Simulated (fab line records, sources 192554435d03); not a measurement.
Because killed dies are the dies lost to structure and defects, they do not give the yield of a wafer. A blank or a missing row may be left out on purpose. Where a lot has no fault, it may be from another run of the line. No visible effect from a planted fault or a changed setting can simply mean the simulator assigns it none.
Chamber matching / flow n5Finfet / 4 sister chambers for N5_BEOL_M0_CUTY_DESCUM_61 on rieDiel-01
The step chemistry O2, time 7.9 s. 8 wafers are shown with their chamber, then 9 later ones without.

== WAFERS WITH THEIR CHAMBER ==
wafer=L084.1; chamber=1; showerheadPlenumPTorr (Torr)=2.12; drypumpMotorCurrentA (A)=5.8
wafer=L084.4; chamber=3; showerheadPlenumPTorr (Torr)=2.09; drypumpMotorCurrentA (A)=5.6
wafer=L090.1; chamber=3; showerheadPlenumPTorr (Torr)=2.09; drypumpMotorCurrentA (A)=5.6
wafer=L090.4; chamber=0; showerheadPlenumPTorr (Torr)=2.20; drypumpMotorCurrentA (A)=5.7
wafer=L090.5; chamber=1; showerheadPlenumPTorr (Torr)=2.11; drypumpMotorCurrentA (A)=5.7
wafer=L092.1; chamber=0; showerheadPlenumPTorr (Torr)=2.20; drypumpMotorCurrentA (A)=5.7
wafer=L092.2; chamber=2; showerheadPlenumPTorr (Torr)=2.02; drypumpMotorCurrentA (A)=6.2
wafer=L092.5; chamber=2; showerheadPlenumPTorr (Torr)=2.02; drypumpMotorCurrentA (A)=6.2

== WAFERS WHOSE CHAMBER IS MISSING ==
wafer=L093.1; showerheadPlenumPTorr (Torr)=2.09; drypumpMotorCurrentA (A)=5.6
wafer=L093.3; showerheadPlenumPTorr (Torr)=2.20; drypumpMotorCurrentA (A)=5.7
wafer=L093.5; showerheadPlenumPTorr (Torr)=2.02; drypumpMotorCurrentA (A)=6.3
wafer=L094.1; showerheadPlenumPTorr (Torr)=2.08; drypumpMotorCurrentA (A)=5.6
wafer=L094.4; showerheadPlenumPTorr (Torr)=2.20; drypumpMotorCurrentA (A)=5.8
wafer=L094.5; showerheadPlenumPTorr (Torr)=2.08; drypumpMotorCurrentA (A)=5.6
wafer=L097.4; showerheadPlenumPTorr (Torr)=2.11; drypumpMotorCurrentA (A)=5.7
wafer=L097.5; showerheadPlenumPTorr (Torr)=2.02; drypumpMotorCurrentA (A)=6.3
wafer=L097.6; showerheadPlenumPTorr (Torr)=2.08; drypumpMotorCurrentA (A)=5.6

== WHICH CHAMBER EACH ONE RAN IN ==
wafer=L093.1; from the rows above=3; in truth=3
wafer=L093.3; from the rows above=0; in truth=0
wafer=L093.5; from the rows above=2; in truth=2
wafer=L094.1; from the rows above=3; in truth=3
wafer=L094.4; from the rows above=0; in truth=0
wafer=L094.5; from the rows above=3; in truth=3
wafer=L097.4; from the rows above=1; in truth=1
wafer=L097.5; from the rows above=2; in truth=2
wafer=L097.6; from the rows above=3; in truth=3
Correctly placed: 9 of 9. Left unplaced by these rows: 0. 0 placed wrongly.
How it was worked out, from the rows above alone: a wafer's distance from a chamber is the root of the sum, over the readings, of the square of ((its reading less the chamber's mean) divided by the reading's scatter). If the next closest chamber is less than 2 further off than the closest, the wafer can't be placed; otherwise it belongs to the closest. For every chamber, the mean is computed from those of its wafers that are shown. The scatter is the square root of a quotient: the sum, over the shown wafers, of each reading's squared deviation from its chamber's mean, divided by wafers minus chambers.
